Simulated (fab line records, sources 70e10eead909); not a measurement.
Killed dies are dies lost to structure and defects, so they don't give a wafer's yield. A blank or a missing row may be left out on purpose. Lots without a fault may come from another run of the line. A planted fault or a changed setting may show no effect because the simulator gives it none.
fab line records | flow nand_harc
record lots=24 wafers=72 last_day=24
route steps=1159 shown A_CONTACT@855
lots that met no fault: from a run of the same line without faults
start_h: hours from the record's first day to the start of the lot's first wafer shown | wait_h: hours since the lot's step before | " the same as in the row above | L1.1+2: a row that stands for several wafers | - no value, or no start given | * or withheld: withheld | < > ~ a bound
route shown NAME@n: a module of which the file shows steps, and the number in the route of the first | usual: mean/standard deviation of fault-free wafers | same: alike in all rows | chamber/n: place in a boat | sites: the reading at each site | _std_site: their standard deviation | _edge_site: outer sites' mean less inner sites' | radius_mm: how far each site lies from the wafer's centre | mask NAME#n: copy n | behind: the tool/chamber that last shaped the wafer | hold: why the lot was held/for how many hours/how that ended | device: the transistor (n, p or np) that didn't switch | end of line: the same wafers' tests at the end of the route | a step without rows: its recipe alone | killed: dies lost to structure and defects at the first sort, not the wafer's yield | map: a wafer's dies, x killed, . not, _ none there
set.NAME: the setting as run; set.NAME@STEP: as run at that earlier step | model.NAME: the simulator's own value behind a step, which no gauge read
steps of the route over a sample of lots; a table a step, a row a wafer
services: from which hour (start_h, from the record's first day; less than 0 if before it) a tool's chamber was out of use, for how many hours, and why
## steps
# step NHARC_A_CONTACT_OVL_MEAS_43
# usual overlay_x_nm=0.1/0.67 overlay_y_nm=0.0/0.84
# columns lot.wafer tool chamber start_h wait_h overlay_x_nm overlay_y_nm
L074.4 overlay-01 - 357.00 - -0.1 0.3
L074.5 " - " " -0.2 0.0
L074.6 " - " " 0.2 -0.4
L076.1 overlay-01 - 372.16 - -0.4 0.2
L076.3 " - " " 0.1 -0.2
L076.4 " - " " 0.0 0.5
L077.1 overlay-01 - 372.65 - 1.0 0.8
L077.2 " - " " 1.6 1.3
L077.6 " - " " 1.8 0.6
L079.2 overlay-01 - 380.68 - 0.0 0.4
L079.5 " - " " 0.4 0.3
L079.6 " - " " 0.2 0.7
L075.4 overlay-01 - 380.82 - 0.7 -0.7
L075.5 " - " " -0.2 -0.4
L075.6 " - " " 0.2 0.0
L078.1 overlay-01 - 385.96 - 1.8 0.4
L078.2 " - " " 1.0 1.0
L078.5 " - " " 1.7 1.2
L080.3 overlay-01 - 412.46 - -0.7 1.0
L080.5 " - " " 0.0 1.1
L080.6 " - " " 0.3 1.1
L081.2 overlay-02 - 414.65 - 0.2 0.1
L081.4 " - " " 0.6 -0.5
L081.6 " - " " -0.2 -0.2
L083.1 overlay-02 - 422.91 - -0.4 -0.1
L083.2 " - " " -0.3 -0.3
L083.5 " - " " -0.5 -0.4
L082.1 overlay-02 - 426.02 - 0.5 0.1
L082.4 " - " " 0.6 0.0
L082.5 " - " " 0.1 0.0
L084.1 overlay-01 - 427.41 - -0.1 0.5
L084.2 " - " " 0.3 0.3
L084.3 " - " " 0.8 0.3
L085.1 overlay-01 - 430.56 - 0.1 -0.5
L085.3 " - " " 0.3 -0.4
L085.6 " - " " 0.1 -1.4
L086.1 overlay-01 - 445.72 - -0.1 -1.3
L086.2 " - " " 0.2 -1.2
L086.6 " - " " -0.2 -0.9
L087.1 overlay-02 - 448.37 - -0.7 1.4
L087.5 " - " " -0.9 1.4
L087.6 " - " " -1.3 1.2
L092.2 overlay-02 - 460.68 - 0.7 -0.8
L092.3 " - " " 1.0 -0.8
L092.4 " - " " 1.5 -1.0
L091.3 overlay-01 - 461.17 - 0.3 -0.8
L091.4 " - " " -0.3 -1.6
L091.6 " - " " 0.4 -1.2
L089.1 overlay-02 - 468.53 - 0.1 -0.9
L089.2 " - " " 0.5 -0.7
L089.4 " - " " 0.2 -0.6
L088.1 overlay-01 - 474.19 - -0.3 -1.2
L088.4 " - " " 0.0 -0.9
L088.6 " - " " -0.1 -0.9
L093.1 overlay-01 - 476.04 - 0.1 -0.4
L093.3 " - " " 0.0 0.1
L093.6 " - " " 0.3 -0.1
L090.1 overlay-01 - 478.06 - -0.5 -0.3
L090.3 " - " " -1.1 -0.5
L090.6 " - " " -1.2 -0.5
L094.1 overlay-01 - 491.43 - 0.4 2.5
L094.3 " - " " 0.4 1.9
L094.4 " - " " -0.3 2.2
L095.1 overlay-02 - 493.88 - 0.1 0.6
L095.3 " - " " 0.3 0.0
L095.4 " - " " 0.3 0.9
L096.2 overlay-02 - 503.96 - 0.3 0.4
L096.4 " - " " -0.2 0.3
L096.6 " - " " 0.0 0.1
L097.2 overlay-02 - 510.57 - -0.1 -0.4
L097.4 " - " " -0.5 0.0
L097.5 " - " " -0.6 -0.1
# step NHARC_A_CONTACT_ETCH_115
# recipe source_w=withheld pressure_mtorr=20 bias_v=3000 time_s=94 target_depth_a=9220 ar_flow_sccm=withheld c4f8_flow_sccm=withheld o2_flow_sccm=withheld chemistry=C4F8/O2/Ar
# columns lot.wafer tool chamber start_h wait_h rf_hours_counter_h
L074.4 har_cap_etch-03 0 359.12 0.1 -
L074.6 " 0 " " -
L074.5 " 1 " " -
L077.1 har_cap_etch-03 1 374.53 0.1 80
L077.2 " 0 " " 80
L077.6 " 0 " " -
L076.1 har_cap_etch-01 0 374.60 0.1 58
L076.4 " 0 " " -
L076.3 " 1 " " -
L079.2 har_cap_etch-01 1 383.04 0.1 59
L079.6 " 0 " " -
L079.5 " 1 " " -
L075.4 har_cap_etch-02 1 383.69 0.1 -
L075.6 " 1 " " -
L075.5 " 0 " " -
L078.1 har_cap_etch-03 1 387.92 0.1 83
L078.2 " 0 " " 83
L078.5 " 1 " " -
L080.3 har_cap_etch-02 1 414.46 0.1 -
L080.6 " 1 " " -
L080.5 " 0 " " -
L081.2 har_cap_etch-01 0 416.49 0.1 65
L081.4 " 0 " " -
L081.6 " 1 " " -
L083.1 har_cap_etch-02 0 424.84 0.1 17
L083.2 " 1 " " 17
L083.5 " 1 " " -
L082.1 har_cap_etch-03 0 427.87 0.1 88
L082.4 " 1 " " -
L082.5 " 1 " " -
L084.1 har_cap_etch-02 1 429.24 0.1 19
L084.2 " 0 " " 19
L084.3 " 1 " " -
L085.1 har_cap_etch-02 1 432.59 0.1 20
L085.3 " 1 " " -
L085.6 " 0 " " -
L086.1 har_cap_etch-03 1 448.60 0.1 93
L086.2 " 0 " " 93
L086.6 " 1 " " -
L087.1 har_cap_etch-02 1 450.24 0.1 22
L087.6 " 1 " " -
L087.5 " 0 " " -
L092.2 har_cap_etch-02 0 462.51 0.1 24
L092.3 " 0 " " -
L092.4 " 1 " " -
L091.4 har_cap_etch-01 0 463.41 0.1 -
L091.3 " 1 " " -
L091.6 " 1 " " -
L089.1 har_cap_etch-01 0 470.66 0.1 74
L089.2 " 1 " " 74
L089.4 " 1 " " -
L088.1 har_cap_etch-03 1 476.38 0.1 98
L088.4 " 1 " " -
L088.6 " 0 " " -
L093.1 har_cap_etch-02 0 477.87 0.1 27
L093.3 " 0 " " -
L093.6 " 1 " " -
L090.1 har_cap_etch-02 1 479.97 0.1 28
L090.3 " 0 " " -
L090.6 " 0 " " -
L094.1 har_cap_etch-02 0 493.32 0.1 30
L094.4 " 0 " " -
L094.3 " 1 " " -
L095.1 har_cap_etch-01 0 495.97 0.1 79
L095.3 " 1 " " -
L095.4 " 0 " " -
L096.2 har_cap_etch-03 0 505.98 0.1 105
L096.4 " 1 " " -
L096.6 " 0 " " -
L097.2 har_cap_etch-03 0 512.83 0.1 106
L097.4 " 1 " " -
L097.5 " 0 " " -
# step NHARC_A_CONTACT_CD_MEAS_53
# usual cd_nm=189.7/0.78
# columns lot.wafer tool chamber start_h wait_h cd_nm
L074.4 cd_sem-01 - 360.75 - 189.4
L074.5 " - " " 189.4
L074.6 " - " " 189.4
L077.1 cd_sem-01 - 376.08 - 189.7
L077.2 " - " " 189.9
L077.6 " - " " 190.0
L076.1 cd_sem-03 - 376.15 - 189.9
L076.3 " - " " 190.0
L076.4 " - " " 190.2
L079.2 cd_sem-01 - 384.87 - 190.3
L079.5 " - " " 190.5
L079.6 " - " " 190.3
L075.4 cd_sem-03 - 385.25 - 190.6
L075.5 " - " " 190.5
L075.6 " - " " 190.7
L078.1 cd_sem-01 - 389.56 - 189.2
L078.2 " - " " 189.5
L078.5 " - " " 189.2
L080.3 cd_sem-01 - 415.98 - 188.5
L080.5 " - " " 188.8
L080.6 " - " " 189.1
L081.2 cd_sem-02 - 418.02 - 191.2
L081.4 " - " " 191.3
L081.6 " - " " 191.0
L083.1 cd_sem-03 - 426.39 - 191.1
L083.2 " - " " 190.9
L083.5 " - " " 191.2
L082.1 cd_sem-03 - 429.43 - 189.7
L082.4 " - " " 189.7
L082.5 " - " " 189.8
L084.1 cd_sem-02 - 430.81 - 189.5
L084.2 " - " " 189.5
L084.3 " - " " 189.9
L085.1 cd_sem-01 - 434.12 - 189.9
L085.3 " - " " 189.6
L085.6 " - " " 189.9
L086.1 cd_sem-02 - 450.63 - 189.7
L086.2 " - " " 189.7
L086.6 " - " " 189.8
L087.1 cd_sem-02 - 451.83 - 189.5
L087.5 " - " " 190.3
L087.6 " - " " 190.2
L092.2 cd_sem-02 - 464.09 - 187.7
L092.3 " - " " 188.7
L092.4 " - " " 188.5
L091.3 cd_sem-02 - 465.28 - 189.3
L091.4 " - " " 190.0
L091.6 " - " " 189.6
L089.1 cd_sem-03 - 472.66 - 188.5
L089.2 " - " " 189.0
L089.4 " - " " 188.9
L088.1 cd_sem-01 - 477.93 - 187.5
L088.4 " - " " 187.7
L088.6 " - " " 188.1
L093.1 cd_sem-03 - 479.42 - 189.9
L093.3 " - " " 189.9
L093.6 " - " " 189.4
L090.1 cd_sem-01 - 481.51 - 190.9
L090.3 " - " " 190.6
L090.6 " - " " 190.7
L094.1 cd_sem-03 - 495.34 - 189.2
L094.3 " - " " 189.4
L094.4 " - " " 189.2
L095.1 cd_sem-02 - 497.50 - 189.9
L095.3 " - " " 189.5
L095.4 " - " " 189.8
L096.2 cd_sem-03 - 507.86 - 189.9
L096.4 " - " " 189.4
L096.6 " - " " 189.1
L097.2 cd_sem-01 - 514.70 - 189.9
L097.4 " - " " 190.2
L097.5 " - " " 190.4
# step NHARC_A_CONTACT_OVL_MEAS_70
# usual overlay_x_nm=0.1/0.97 overlay_y_nm=0.1/0.91
# columns lot.wafer tool chamber start_h wait_h overlay_x_nm overlay_y_nm
L074.4 overlay-01 - 367.12 - 2.0 0.2
L074.5 " - " " 1.6 -0.4
L074.6 " - " " 1.2 0.0
L077.1 overlay-01 - 382.13 - 1.4 -0.5
L077.2 " - " " 1.0 -0.8
L077.6 " - " " 1.4 -0.6
L076.1 overlay-01 - 382.38 - -0.3 -1.6
L076.3 " - " " -0.5 -1.0
L076.4 " - " " -0.1 -0.5
L079.2 overlay-01 - 388.44 - -0.3 0.7
L079.5 " - " " -0.9 1.1
L079.6 " - " " -0.9 0.1
L075.4 overlay-01 - 389.29 - 1.1 -1.5
L075.5 " - " " 0.6 -1.6
L075.6 " - " " 0.8 -1.7
L078.1 overlay-02 - 393.17 - 0.9 1.7
L078.2 " - " " 1.1 0.9
L078.5 " - " " 0.9 1.1
L080.3 overlay-02 - 422.00 - 0.6 -0.3
L080.5 " - " " 1.1 0.2
L080.6 " - " " 0.7 -0.1
L081.2 overlay-01 - 423.57 - 0.0 -0.1
L081.4 " - " " -0.2 -0.1
L081.6 " - " " -0.4 -0.4
L083.1 overlay-02 - 430.14 - 0.8 0.2
L083.2 " - " " 0.8 -0.5
L083.5 " - " " 1.0 -0.1
L082.1 overlay-02 - 432.96 - 0.3 -1.5
L082.4 " - " " 0.5 -1.0
L082.5 " - " " 0.8 -1.1
L084.1 overlay-02 - 436.63 - 0.0 0.0
L084.2 " - " " -0.6 -0.6
L084.3 " - " " 0.1 -0.1
L085.1 overlay-01 - 438.43 - -0.9 0.8
L085.3 " - " " -1.5 0.7
L085.6 " - " " -1.2 0.6
L087.1 overlay-02 - 455.47 - -0.5 0.8
L087.5 " - " " -0.9 0.8
L087.6 " - " " -0.9 0.9
L086.1 overlay-01 - 456.19 - 0.2 0.8
L086.2 " - " " 0.4 -0.4
L086.6 " - " " 0.0 0.0
L092.2 overlay-01 - 467.76 - -1.3 0.3
L092.3 " - " " -1.6 1.5
L092.4 " - " " -1.2 1.0
L091.3 overlay-02 - 470.26 - 0.0 0.4
L091.4 " - " " -0.7 0.0
L091.6 " - " " -0.3 0.1
L089.1 overlay-02 - 476.26 - -1.7 0.9
L089.2 " - " " -2.6 0.3
L089.4 " - " " -2.0 0.2
L088.1 overlay-01 - 481.47 - 0.3 1.1
L088.4 " - " " 0.2 0.2
L088.6 " - " " 0.0 1.2
L093.1 overlay-01 - 483.57 - 0.9 -2.1
L093.3 " - " " 0.5 -1.9
L093.6 " - " " 0.5 -1.6
L090.1 overlay-02 - 487.80 - -1.3 1.1
L090.3 " - " " -0.4 1.8
L090.6 " - " " -0.4 1.7
L094.1 overlay-02 - 498.73 - 1.5 -0.3
L094.3 " - " " 1.5 -0.2
L094.4 " - " " 1.9 -0.2
L095.1 overlay-02 - 501.54 - 1.4 0.8
L095.3 " - " " 1.2 0.5
L095.4 " - " " 0.8 1.0
L096.2 overlay-01 - 511.55 - 0.1 0.1
L096.4 " - " " -0.2 0.2
L096.6 " - " " -0.2 0.6
L097.2 overlay-01 - 518.75 - -0.3 -0.2
L097.4 " - " " 0.9 0.1
L097.5 " - " " 0.3 0.1
# step NHARC_A_CONTACT_ETCH_77
# recipe target_depth_a=726 time_s=36.3 cf4_flow_sccm=100 chf3_flow_sccm=30 ar_flow_sccm=0 rf_w=500 bias_w=200 chemistry=CF4/CHF3
# usual drypump_motor_current_A=5.8/0.4 oes_product_au=0.936/0.021 rf_vpp_V=371.0/2.7 showerhead_plenum_p_Torr=1.59/0.077 throttle_valve_pct=16.802/0.0091
# columns lot.wafer tool chamber start_h wait_h drypump_motor_current_A oes_product_au rf_hours_counter_h rf_vpp_V showerhead_plenum_p_Torr throttle_valve_pct
L074.4 rie_diel-03 2 - - 6.7 0.934 57 369.0 1.56 16.803
L074.5 " 0 " " 5.3 0.928 - 368.4 1.46 16.804
L074.6 " 1 " " 6.4 0.930 - 366.5 1.48 16.794
L077.2 rie_diel-03 3 - - 6.4 0.930 62 373.7 1.65 16.809
L077.1 " 0 " " 5.2 0.927 62 365.6 1.45 16.805
L077.6 " 3 " " 6.4 0.908 - 373.1 1.65 16.805
L076.4 rie_diel-04 2 - - 5.6 0.932 33 367.8 1.46 16.804
L076.3 " 3 " " 6.0 0.927 33 372.2 1.64 16.814
L076.1 " 1 " " 6.1 0.924 38 374.7 1.69 16.797
L079.2 rie_diel-01 2 - - 5.6 0.913 13 367.6 1.48 16.797
L079.6 " 0 " " 5.3 0.923 - 371.4 1.61 16.804
L079.5 " 3 " " 5.6 0.919 - 373.2 1.64 16.811
L075.6 rie_diel-04 1 - - 6.2 0.917 - 375.2 1.69 16.803
L075.4 " 3 " " 6.0 0.912 - 372.7 1.64 16.802
L075.5 " 0 " " 5.9 0.933 - 372.1 1.60 16.805
L078.1 rie_diel-01 1 - - 5.7 0.924 13 371.4 1.63 16.806
L078.2 " 2 " " 5.6 0.922 15 367.1 1.48 16.810
L078.5 " 0 " " 5.3 0.933 - 369.2 1.61 16.807
L080.3 rie_diel-01 1 - - 5.7 0.924 17 371.3 1.63 16.811
L080.6 " 2 " " 5.6 0.916 - 367.9 1.48 16.814
L080.5 " 3 " " 5.6 0.919 - 374.3 1.64 16.792
L081.4 rie_diel-04 2 - - 5.6 0.930 41 366.7 1.46 16.810
L081.2 " 0 " " 5.9 0.933 54 371.0 1.59 16.806
L081.6 " 2 " " 5.6 0.918 - 364.8 1.46 16.778
L083.2 rie_diel-01 1 - - 5.7 0.918 20 372.0 1.62 16.794
L083.1 " 3 " " 5.6 0.920 21 371.3 1.64 16.806
L083.5 " 1 " " 5.7 0.909 - 373.0 1.62 16.808
L082.1 rie_diel-04 2 - - 5.6 0.984 44 366.2 1.46 16.804
L082.4 " 1 " " 6.2 0.974 59 373.4 1.68 16.785
L082.5 " 3 " " 6.0 0.942 - 373.8 1.64 16.798
L084.1 rie_diel-01 0 - - 5.3 0.915 23 371.6 1.61 16.807
L084.2 " 1 " " 5.7 0.917 22 373.7 1.62 16.787
L084.3 " 2 " " 5.5 0.919 22 367.7 1.48 16.816
L085.3 rie_diel-01 2 - - 5.6 0.956 24 366.8 1.48 16.801
L085.1 " 1 " " 5.7 0.945 23 372.8 1.62 16.812
L085.6 " 3 " " 5.6 0.945 - 373.1 1.63 16.793
L087.1 rie_diel-01 1 - - 5.7 0.928 26 372.9 1.62 16.786
L087.6 " 0 " " 5.3 0.928 - 371.3 1.60 16.803
L087.5 " 1 " " 5.7 0.925 - 372.5 1.62 16.803
L086.2 rie_diel-04 0 - - 6.0 0.924 67 370.6 1.59 16.803
L086.1 " 1 " " 6.2 0.929 68 374.3 1.68 16.807
L086.6 " 0 " " 6.0 0.933 - 371.1 1.59 16.821
L092.3 rie_diel-01 3 - - 5.6 0.960 24 373.1 1.64 16.788
L092.4 " 1 " " 5.7 0.972 28 371.6 1.62 16.807
L092.2 " 2 " " 5.5 0.972 28 366.9 1.48 16.812
L091.3 rie_diel-01 0 - - 5.3 0.918 30 372.8 1.60 16.799
L091.4 " 1 " " 5.8 0.915 30 373.3 1.62 16.807
L091.6 " 3 " " 5.6 0.921 - 371.7 1.63 16.799
L089.4 rie_diel-04 1 - - 6.1 0.963 1 374.5 1.68 16.789
L089.1 " 2 " " 5.6 0.967 1 374.4 1.70 16.809
L089.2 " 3 " " 6.1 0.974 0 373.3 1.63 16.802
L088.4 rie_diel-03 1 - - 6.3 0.918 33 365.2 1.47 16.797
L088.1 " 3 " " 6.4 0.933 30 372.9 1.64 16.795
L088.6 " 2 " " 6.7 0.936 - 369.8 1.55 16.807
L093.3 rie_diel-01 3 - - 5.6 0.927 28 372.6 1.63 16.800
L093.1 " 0 " " 5.3 0.925 33 371.0 1.60 16.802
L093.6 " 0 " " 5.3 0.918 - 372.3 1.60 16.805
L090.3 rie_diel-03 1 - - 6.4 0.928 35 366.2 1.47 16.802
L090.1 " 2 " " 6.8 0.924 30 368.9 1.55 16.796
L090.6 " 1 " " 6.4 0.929 - 368.7 1.47 16.802
L094.1 rie_diel-03 2 - - 6.7 0.936 34 370.9 1.54 16.795
L094.4 " 3 " " 6.4 0.926 37 370.7 1.63 16.783
L094.3 " 0 " " 5.3 0.929 35 374.3 1.69 16.812
L095.3 rie_diel-01 2 - - 5.5 0.961 0 367.4 1.48 16.799
L095.1 " 3 " " 5.6 0.955 0 371.9 1.63 16.806
L095.4 " 0 " " 5.3 0.963 0 371.1 1.60 16.814
L096.2 rie_diel-04 0 - - 6.0 0.972 12 371.1 1.59 16.808
L096.4 " 2 " " 5.6 0.974 13 374.1 1.70 16.794
L096.6 " 1 " " 6.1 0.957 - 374.6 1.68 16.789
L097.4 rie_diel-04 3 - - 6.0 0.952 15 373.0 1.63 16.793
L097.2 " 0 " " 5.9 0.993 14 370.6 1.59 16.784
L097.5 " 1 " " 6.2 0.980 - 374.5 1.68 16.802
# step NHARC_A_CONTACT_ETCH_131
# recipe source_w=withheld pressure_mtorr=20 bias_v=1200 time_s=155 target_depth_a=9560 ar_flow_sccm=withheld c4f8_flow_sccm=withheld o2_flow_sccm=withheld chemistry=C4F8/O2/Ar
# columns lot.wafer tool chamber start_h wait_h rf_hours_counter_h
L074.4 har_cap_etch-01 1 369.48 0.1 -
L074.5 " 0 " " -
L074.6 " 1 " " -
L077.2 har_cap_etch-03 0 384.41 0.1 82
L077.1 " 1 " " 82
L077.6 " 0 " " -
L076.1 har_cap_etch-01 0 385.16 0.1 61
L076.4 " 1 " " -
L076.3 " 0 " " -
L079.2 har_cap_etch-01 1 390.93 0.1 62
L079.6 " 1 " " -
L079.5 " 0 " " -
L075.4 har_cap_etch-02 0 391.96 0.1 -
L075.6 " 0 " " -
L075.5 " 1 " " -
L078.2 har_cap_etch-03 1 395.59 0.1 85
L078.1 " 0 " " 85
L078.5 " 1 " " -
L080.3 har_cap_etch-03 1 424.38 0.1 -
L080.6 " 1 " " -
L080.5 " 0 " " -
L081.2 har_cap_etch-01 0 426.10 0.1 66
L081.4 " 1 " " -
L081.6 " 1 " " -
L083.2 har_cap_etch-03 0 432.63 0.1 90
L083.1 " 1 " " 90
L083.5 " 0 " " -
L082.1 har_cap_etch-03 1 435.23 0.1 91
L082.4 " 1 " " -
L082.5 " 1 " " -
L084.1 har_cap_etch-01 0 439.03 0.1 69
L084.2 " 1 " " 69
L084.3 " 0 " " -
L085.1 har_cap_etch-03 1 441.25 0.2 93
L085.3 " 1 " " -
L085.6 " 1 " " -
L087.1 har_cap_etch-01 1 457.96 0.1 72
L087.6 " 1 " " -
L087.5 " 0 " " -
L086.1 har_cap_etch-03 0 459.04 0.1 95
L086.2 " 1 " " 95
L086.6 " 0 " " -
L092.2 har_cap_etch-03 0 470.02 0.1 97
L092.3 " 0 " " -
L092.4 " 1 " " -
L091.4 har_cap_etch-02 0 473.11 0.1 -
L091.3 " 1 " " -
L091.6 " 1 " " -
L089.2 har_cap_etch-03 1 478.81 0.1 100
L089.1 " 0 " " 100
L089.4 " 1 " " -
L088.1 har_cap_etch-03 1 485.18 0.1 101
L088.4 " 1 " " -
L088.6 " 1 " " -
L093.1 har_cap_etch-01 0 485.84 0.1 77
L093.3 " 1 " " -
L093.6 " 1 " " -
L090.1 har_cap_etch-03 0 490.16 0.1 103
L090.3 " 1 " " -
L090.6 " 0 " " -
L094.1 har_cap_etch-02 1 501.39 0.1 32
L094.3 " 1 " " -
L094.4 " 0 " " -
L095.1 har_cap_etch-01 0 503.93 0.1 80
L095.4 " 1 " " -
L095.3 " 0 " " -
L096.2 har_cap_etch-02 0 513.97 0.1 34
L096.4 " 1 " " -
L096.6 " 1 " " -
L097.2 har_cap_etch-02 0 521.07 0.1 35
L097.4 " 0 " " -
L097.5 " 0 " " -
## services
# columns tool chamber start_h hours kind
rie_diel-01 0 335.71 9.0 repair
har_cap_etch-02 - 339.34 0.3 repair
rie_diel-01 0 348.33 - clean
rie_diel-01 1 348.33 - clean
rie_diel-01 2 348.33 - clean
rie_diel-01 3 348.33 - clean
rie_diel-01 0 372.83 - clean
rie_diel-01 1 372.83 - clean
rie_diel-01 2 372.83 - clean
rie_diel-01 3 372.83 - clean
rie_diel-03 - 392.45 9.0 pm
rie_diel-01 0 397.36 - clean
rie_diel-01 1 397.36 - clean
rie_diel-01 2 397.36 - clean
rie_diel-01 3 397.36 - clean
rie_diel-01 0 421.86 - clean
har_cap_etch-01 - 436.51 0.9 repair
rie_diel-01 3 442.07 24.2 repair
rie_diel-03 0 444.31 9.1 repair
rie_diel-04 3 455.70 2.4 repair
rie_diel-04 - 466.30 9.0 pm
rie_diel-03 2 466.36 3.2 repair
rie_diel-01 - 491.83 9.0 pm
rie_diel-03 0 509.33 26.2 repair
## key
fault none
